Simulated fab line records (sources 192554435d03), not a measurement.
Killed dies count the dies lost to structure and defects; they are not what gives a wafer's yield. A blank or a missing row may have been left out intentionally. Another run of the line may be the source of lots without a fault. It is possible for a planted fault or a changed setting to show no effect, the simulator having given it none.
Split-lot experiment -- flow n5Finfet -- on a route of 1938 steps: 7 lots, 21 wafers read

ON THE SPLIT
At N5_BEOL_M13_EXPOSE_07 (exposes mask V12), the setting doseMj was moved away from the recipe's 24.8 on 9 of the 21 wafers read, by -6.2% to +6.0%. This setting was run at the recipe's value on the other wafers.

FROM THE SPLIT TO THE READING: what the file shows between them, 9 steps
- N5_BEOL_M13_PEB_08: peb time 90 s
- N5_BEOL_M13_DEVELOP_09: develop time 45 s
- N5_BEOL_M13_HARDBAKE_14: time 120 s
- N5_BEOL_M13_CD_MEAS_10: target cd 190 nm
- N5_BEOL_M13_ETCH_59: etches BARC in N2/H2, target depth 89 nm, overetch 26.7 nm, time 67.9 s (also split here: timeS)
- N5_BEOL_M13_VIA_ETCH_16: etches SiOC in C4F8/O2/Ar, target depth 921.7 nm
- N5_BEOL_M13_STRIP_63: strips in N2/H2
- N5_BEOL_M13_STRIP_71: strips in post etch residue remover, time 60 s
- N5_BEOL_M13_SRD_72: time 30 s, dry time 30 s

THE READING
cdNm, in nm, at N5_BEOL_M13_CD_MEAS_17 (target cd 190 nm). Typical for fault-free wafers on this fab line: 190.4 nm, with standard deviation 1.2 nm.

wafer,"tool, chamber at the split",doseMj as run,against the recipe,"cdNm, nm",against lot-mates on the recipe
L074.1,"krfScanner-01, 0",26.24,+5.8%,196.8,+5.9
L074.3,"krfScanner-01, 0",26.24,+5.8%,197.2,+6.3
L074.6,"krfScanner-01, 0",24.8,recipe,190.9,-
L075.1,"krfScanner-02, 0",24.8,recipe,188.4,-
L075.2,"krfScanner-02, 0",24.8,recipe,189.0,-
L075.5,"krfScanner-02, 0",24.8,recipe,188.2,-
L077.1,"krfScanner-02, 0",26.3,+6.0%,198.4,+5.9
L077.3,"krfScanner-02, 0",26.3,+6.0%,200.9,+8.4
L077.6,"krfScanner-02, 0",24.8,recipe,192.5,-
L083.2,"krfScanner-02, 0",24.8,recipe,190.1,-
L083.5,"krfScanner-02, 0",24.8,recipe,191.1,-
L083.6,"krfScanner-02, 0",24.8,recipe,189.5,-
L088.1,"krfScanner-02, 0",25.29,+2.0%,194.3,+3.9
L088.4,"krfScanner-02, 0",25.29,+2.0%,192.3,+1.9
L088.5,"krfScanner-02, 0",24.8,recipe,190.4,-
L090.3,"krfScanner-02, 0",23.94,-3.5%,189.9,-2.0
L090.5,"krfScanner-02, 0",23.94,-3.5%,186.9,-5.0
L090.6,"krfScanner-02, 0",24.8,recipe,191.9,-
L093.1,"krfScanner-01, 0",23.26,-6.2%,183.4,-4.1
L093.4,"krfScanner-01, 0",24.8,recipe,188.1,-
L093.5,"krfScanner-01, 0",24.8,recipe,186.9,-

FIT RESULTS
A straight line over all 21 wafers: cdNm changes by +1.22 nm for each +1% of doseMj; r = +0.91; the points scatter about the line by 1.8 nm.
The same after taking each lot's own level away (the mean of its wafers on the recipe; 21 wafers): +1.01 nm for each +1%; r = +0.96; scatter 0.99 nm.
The reading moves by 6.3 nm for the largest change in doseMj, on that fit.
From 187.50 to 192.50 nm: that is the span of the lots' own levels, equal to 4.2 times the standard deviation above.
So the slope is not independent of the lot-to-lot level: the two fits are not the same.
Check: for one of the wafers moved furthest among these (-6.2%), held out of the fit, the line's prediction against its lot-mates is -6.74 nm. It came out at -4.1 nm against them.

ADDITIONAL SPLITS CARRIED BY THESE WAFERS
Before the reading, these wafers also passed through other splits. Each is held against what the fit with the lots' levels taken away leaves over:
other split on the same wafers,wafers away from the commonest value,r with cdNm (lot level and that fit taken away)
N5_BEOL_M8_ETCH_62 timeS,9,+0.20
N5_BEOL_M11_ILD_DEP_00 timeS,6,+0.21
N5_BEOL_M11_ALD_74 aldCycles,5,+0.24
N5_BEOL_M13_ETCH_59 timeS,5,+0.36

THE WHOLE CHAIN: every reading that the file lists as answering this split, in the file's order
step,what it does,reading,change (the file's fit),r (the file's)
N5_BEOL_M13_CD_MEAS_10,target cd 190 nm,cdNm,+1.05 nm for each +1% of the setting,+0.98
N5_BEOL_M13_CD_MEAS_17,target cd 190 nm,cdNm,+0.976 nm for each +1% of the setting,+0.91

FILE'S OWN FIT
cdNm changes by +0.976 nm for each +1% of doseMj, r = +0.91.
